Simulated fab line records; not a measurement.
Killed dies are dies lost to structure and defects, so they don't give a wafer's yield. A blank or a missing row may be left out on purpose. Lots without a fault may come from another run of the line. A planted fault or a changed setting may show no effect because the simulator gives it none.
fab line records | flow n5-finfet | part 2 of 2: steps 25 to 31 of 31
record lots=5 wafers=15 last-day=16
route steps=1938 shown BEOL_M10@1478
lots that met no fault: taken from a fault-free run of the same line
start-h: hours from the record's first day to the start of the lot's first wafer shown | wait-h: time in hours since the lot's previous step | " repeats the value in the row above | L1.1+2: one row covering several wafers at once | - value missing, or start not given | * or withheld: withheld | < > ~ a bound
route shown NAME@n: NAME is a module with steps in the file, n the number in the route of the first one | usual: mean and standard deviation over wafers with no fault | same: alike in all rows | chamber/n: place in a boat | sites: readings site by site | _std_site: how widely they spread, as a standard deviation | _edge_site: mean of outer sites minus mean of inner sites | radius-mm: how far each site lies from the wafer's centre | mask NAME#n: copy n | behind: the last tool/chamber to shape the wafer | hold: reason for holding the lot/hours on hold/outcome of the hold | device: the n, p or np transistor that did not switch | end of line: the route-end tests of the same wafers | a step with no rows: only its recipe | killed: dies lost to structure and defects at the first sort, not the wafer's yield | map: a wafer's dies, marking killed ones x, the rest . and places with no die _
set.NAME: the setting as run; set.NAME@STEP: as run at that earlier step | model.NAME: the simulator's own value behind a step, which no gauge read
a table for each step, a row for each wafer; lots at some steps of the route
services: a tool's chamber out of use, with start hour (start-h, from the record's first day; less than 0 if before it), hours out, and reason
## steps
# step N5_BEOL_M10_CD_MEAS_28
# recipe target-cd-nm=70 landing-energy-ev=500 detector=se-inlens polarity=opening
# usual cd-nm=69.9/1.2
# same landing-energy-ev=500
# columns lot.wafer tool chamber start-h wait-h cd-nm
L077.1 cd-sem-02 0 240.99 - 69.2
L077.2 " 0 " " 69.4
L077.4 " 0 " " 70.0
L080.2 cd-sem-02 0 244.95 - 70.5
L080.5 " 0 " " 69.7
L080.6 " 0 " " 69.0
L093.1 cd-sem-01 0 325.56 - 69.4
L093.5 " 0 " " 69.3
L093.6 " 0 " " 69.5
L095.1 cd-sem-03 0 335.23 - 70.2
L095.3 " 0 " " 71.6
L095.4 " 0 " " 72.7
L094.1 cd-sem-02 0 339.50 - 71.4
L094.2 " 0 " " 71.7
L094.5 " 0 " " 70.8
# step N5_BEOL_M10_OVL_MEAS_29
# recipe points-per-wafer=44
# usual V9_OVL=-0.1/0.74
# same points-per-wafer=44
# columns lot.wafer tool chamber start-h wait-h V9_OVL[nm]
L077.1 overlay-01 0 241.02 0.0 -1.1
L077.2 " 0 " " -0.6
L077.4 " 0 " " -1.2
L080.2 overlay-01 0 244.98 0.0 0.5
L080.5 " 0 " " 0.3
L080.6 " 0 " " -0.7
L093.1 overlay-02 0 325.59 0.0 -1.6
L093.5 " 0 " " -1.1
L093.6 " 0 " " -0.2
L095.1 overlay-02 0 335.26 0.0 -0.5
L095.3 " 0 " " -0.3
L095.4 " 0 " " 0.1
L094.1 overlay-02 0 339.53 0.0 0.0
L094.2 " 0 " " -0.7
L094.5 " 0 " " 1.0
# step N5_BEOL_M10_INSPECT_30
# recipe mode=adi inspect-instrument=brightfield
# usual raw-defect-count=407/95
# columns lot.wafer tool chamber start-h wait-h raw-defect-count
L077.1 defect-inspect-01 - 241.04 0.0 417
L077.2 " - " " 553
L077.4 " - " " 367
L080.2 defect-inspect-01 - 245.00 0.0 291
L080.5 " - " " 469
L080.6 " - " " 376
L093.1 defect-inspect-01 - 325.61 0.0 559
L093.5 " - " " 666
L093.6 " - " " 493
L095.1 defect-inspect-02 - 335.29 0.0 511
L095.3 " - " " 338
L095.4 " - " " 473
L094.1 defect-inspect-02 - 339.56 0.0 464
L094.2 " - " " 692
L094.5 " - " " 364
# step N5_BEOL_M10_DESCUM_33
# recipe chemistry=O2 time-s=7.9 source-power-w=50 bias-power-w=20 pressure-mtorr=20 rf-frequency-hz=2.712e+07 temp-c=40 resist=CAR-ArF o2-flow-sccm=225
# usual chamber-pressure-mTorr=20.000/0.019 drypump-motor-current-A=5.7/0.52 oes-product-au=0.80/0.069 rf-vpp-V=242.6/1.1 showerhead-plenum-p-Torr=2.06/0.045 throttle-valve-pct=20.48/0.21
# columns lot.wafer tool chamber start-h wait-h chamber-pressure-mTorr drypump-motor-current-A oes-product-au rf-hours-counter-h rf-vpp-V showerhead-plenum-p-Torr throttle-valve-pct
L077.1 rie-diel-04 3 241.27 0.2 19.985 6.0 0.89 43 241.5 2.04 20.22
L077.2 " 2 " " 20.012 5.3 0.88 38 242.7 2.06 20.26
L077.4 " 1 " " 19.985 5.4 0.85 74 243.3 2.13 20.50
L080.2 rie-diel-01 3 245.04 0.0 20.021 6.0 0.79 119 243.1 2.08 20.45
L080.5 " 2 " " 19.962 5.3 0.74 - 244.2 2.16 20.42
L080.6 " 3 " " 19.993 6.0 0.78 - 243.3 2.08 20.45
L093.1 rie-diel-04 0 325.65 0.0 19.980 5.9 0.73 178 242.3 1.99 20.34
L093.5 " 1 " " 20.033 5.4 0.80 - 244.0 2.12 20.54
L093.6 " 0 " " 20.004 5.9 0.74 - 241.6 1.99 20.35
L095.1 rie-diel-01 1 335.32 0.0 19.971 5.7 0.93 15 243.3 2.07 20.80
L095.3 " 2 " " 19.995 5.3 0.72 190 244.0 2.15 20.48
L095.4 " 3 " " 19.983 6.0 0.75 154 242.9 2.07 20.50
L094.1 rie-diel-01 3 339.70 0.1 20.002 6.0 0.75 157 243.4 2.07 20.50
L094.2 " 2 " " 20.000 5.3 0.71 192 243.1 2.15 20.47
L094.5 " 2 " " 19.994 5.3 0.71 - 244.8 2.15 20.45
# step N5_BEOL_M10_ETCH_65
# recipe chemistry=CF4 target=SiARC target-depth-a=390 mask-material=CAR-ArF time-s=65 ion-energy-ev=80 pressure-mtorr=40 source-w=545 bias-w=36 Ar_flow_sccm=100 cf4-flow-sccm=100 ends=cleared
# usual chamber-pressure-mTorr=40.01/0.054 drypump-motor-current-A=5.7/0.52 etch-rf-on-time-s=65.5/1.8 oes-product-au=0.68/0.059 rf-vpp-V=183.9/1 showerhead-plenum-p-Torr=2.12/0.049 throttle-valve-pct=15.69/0.21
# columns lot.wafer tool chamber start-h wait-h chamber-pressure-mTorr drypump-motor-current-A etch-rf-on-time-s oes-product-au rf-hours-counter-h rf-vpp-V showerhead-plenum-p-Torr throttle-valve-pct
L077.1 rie-diel-04 3 241.30 0.0 40.01 6.0 63.3 0.77 43 183.9 2.10 15.37
L077.2 " 2 " " 39.97 5.4 64.6 0.76 38 184.3 2.08 15.32
L077.4 " 1 " " 40.02 5.4 64.5 0.71 74 185.2 2.17 15.63
L080.2 rie-diel-01 3 245.07 0.0 39.97 6.0 66.0 0.67 119 186.8 2.17 15.85
L080.5 " 2 " " 40.00 5.3 64.5 0.63 - 186.6 2.23 15.74
L080.6 " 3 " " 39.99 6.0 66.0 0.67 - 184.7 2.17 15.82
L093.1 rie-diel-04 0 325.68 0.0 39.99 5.9 67.7 0.62 178 182.8 2.04 15.62
L093.5 " 1 " " 40.05 5.4 65.0 0.67 - 183.7 2.16 15.69
L093.6 " 0 " " 40.01 5.9 67.3 0.62 - 182.7 2.04 15.63
L095.1 rie-diel-01 1 335.36 0.0 39.96 5.8 62.5 0.79 15 183.7 2.08 15.68
L095.3 " 2 " " 39.97 5.3 64.7 0.61 190 185.0 2.21 15.81
L095.4 " 3 " " 40.03 6.0 65.4 0.64 154 185.6 2.16 15.89
L094.1 rie-diel-01 3 339.73 0.0 40.06 6.0 66.1 0.64 157 182.9 2.16 15.90
L094.2 " 2 " " 40.05 5.3 65.3 0.61 192 185.0 2.21 15.82
L094.5 " 2 " " 40.02 5.3 65.4 0.61 - 185.7 2.21 15.80
# step N5_BEOL_M10_ETCH_66
# recipe chemistry=N2/H2 target=SOC target-depth-a=1200 overetch-a=240 mask-material=SiARC temp-c=40 time-s=180 ion-energy-ev=200 pressure-mtorr=30 source-w=840 bias-w=150 n2-flow-sccm=200 h2-flow-sccm=200
# usual chamber-pressure-mTorr=30.000/0.029 drypump-motor-current-A=5.7/0.52 oes-product-au=0.64/0.05 rf-vpp-V=522.9/1.8 showerhead-plenum-p-Torr=2.51/0.062 throttle-valve-pct=17.9/0.3
# columns lot.wafer tool chamber start-h wait-h chamber-pressure-mTorr drypump-motor-current-A oes-product-au rf-hours-counter-h rf-vpp-V showerhead-plenum-p-Torr throttle-valve-pct
L077.1 rie-diel-04 3 241.35 0.0 29.980 6.1 0.72 43 522.2 2.47 17.5
L077.2 " 2 " " 30.024 5.4 0.71 38 522.7 2.51 17.7
L077.4 " 1 " " 30.035 5.5 0.66 74 525.5 2.59 17.8
L080.2 rie-diel-01 3 245.12 0.0 29.978 6.0 0.63 119 523.2 2.55 17.9
L080.5 " 2 " " 30.005 5.3 0.59 - 527.0 2.65 18.0
L080.6 " 3 " " 30.015 6.0 0.64 - 523.5 2.55 17.9
L093.1 rie-diel-04 0 325.73 0.0 30.036 5.9 0.60 178 520.3 2.45 18.1
L093.5 " 1 " " 29.965 5.4 0.65 - 523.3 2.58 17.9
L093.6 " 0 " " 29.997 5.9 0.59 - 520.6 2.45 18.1
L095.1 rie-diel-01 1 335.41 0.0 30.062 5.8 0.74 15 522.3 2.50 18.2
L095.3 " 2 " " 30.023 5.3 0.57 190 525.7 2.63 18.1
L095.4 " 3 " " 29.979 6.0 0.61 155 524.7 2.53 18.0
L094.1 rie-diel-01 3 339.78 0.0 29.987 6.0 0.61 157 525.6 2.53 18.0
L094.2 " 2 " " 29.993 5.3 0.58 192 526.0 2.63 18.1
L094.5 " 2 " " 30.032 5.3 0.58 - 526.6 2.63 18.1
# step N5_BEOL_M10_STRIP_69
# recipe chemistry=N2/H2 temp-c=40 n2-flow-sccm=200 h2-flow-sccm=200 rf-frequency-hz=6e+07
# columns lot.wafer tool chamber start-h wait-h
L077.1+2+4 rie-diel-04 3,2,1 241.47 0.1
L080.2+5+6 rie-diel-01 3,2,3 245.23 0.1
L093.1+5+6 rie-diel-04 0,1,0 325.84 0.1
L095.1+3+4 rie-diel-01 1,2,3 335.52 0.1
L094.1+2+5 rie-diel-01 3,2,2 339.89 0.1
## services
# columns tool chamber start-h hours kind
arfi-scanner-03 - 225.87 1.3 pm
rie-diel-05 1 230.89 5.4 repair
rie-diel-04 2 242.38 12.5 repair
arfi-scanner-02 - 248.25 1.4 repair
rie-diel-01 1 260.23 - clean
rie-diel-01 1 260.23 - consumable-replace:esc
rie-diel-01 1 260.23 - consumable-replace:focus-ring
arfi-scanner-03 - 261.58 2.1 repair
arfi-scanner-02 - 271.21 0.8 pm
arfi-scanner-03 - 275.52 4.9 pm
arfi-scanner-01 - 282.37 1.0 pm
arfi-scanner-01 - 283.37 3.9 pm
rie-metal-02 0 288.25 18.7 repair
rie-diel-05 2 298.44 8.7 repair
arfi-scanner-02 - 303.62 1.3 pm
arfi-scanner-02 - 306.38 1.0 pm
arfi-scanner-03 - 309.50 0.8 pm
arfi-scanner-01 - 310.03 0.8 pm
rie-diel-01 2 319.59 4.7 repair
arfi-scanner-02 - 324.89 0.8 pm
rie-diel-05 3 327.61 10.9 repair
arfi-scanner-01 - 329.01 4.9 pm
arfi-scanner-01 - 335.52 2.3 repair
arfi-scanner-02 - 335.99 0.4 repair
